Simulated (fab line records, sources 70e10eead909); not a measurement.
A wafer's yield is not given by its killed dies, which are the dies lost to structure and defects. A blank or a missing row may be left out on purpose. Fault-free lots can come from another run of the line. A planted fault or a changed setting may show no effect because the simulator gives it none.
Chamber matching -- flow nand harc -- NHARC_HYBRID_BOND_ACTIVATE_00 on rie diel-04 has 4 sister chambers
The step chemistry N2, time 60 s. 4 wafers are shown with their chamber, then 8 later ones without.

WAFERS, EACH WITH ITS CHAMBER
wafer,chamber,drypump motor current A (A)
L209.6,0,4.8
L211.2,1,5.9
L211.3,3,6.2
L211.5,2,5.6

WAFERS WITH NO CHAMBER GIVEN
wafer,drypump motor current A (A)
L214.3,5.6
L214.5,4.8
L214.6,6.2
L216.1,5.6
L216.4,4.8
L216.5,6.2
L221.5,5.6
L221.6,6.0

EACH ONE'S CHAMBER
wafer,from the rows above,in truth
L214.3,2,2
L214.5,0,0
L214.6,3,3
L216.1,2,2
L216.4,0,0
L216.5,3,3
L221.5,2,2
L221.6,1,1
8 of 8 placed correctly. Left unplaced by these rows: 0. Placed wrongly: 0.
How it was worked out, from the rows above alone: a wafer's distance from a chamber is the root of the sum, over the readings, of the square of ((its reading less the chamber's mean) divided by the reading's scatter). The wafer belongs to the nearest chamber; if the next one is less than 2 further off, it can't be placed. A chamber's mean is the mean of its shown wafers. The scatter (one wafer shown for each chamber): square how far every hidden wafer sits from the nearest shown wafer, average those squares and take the square root.
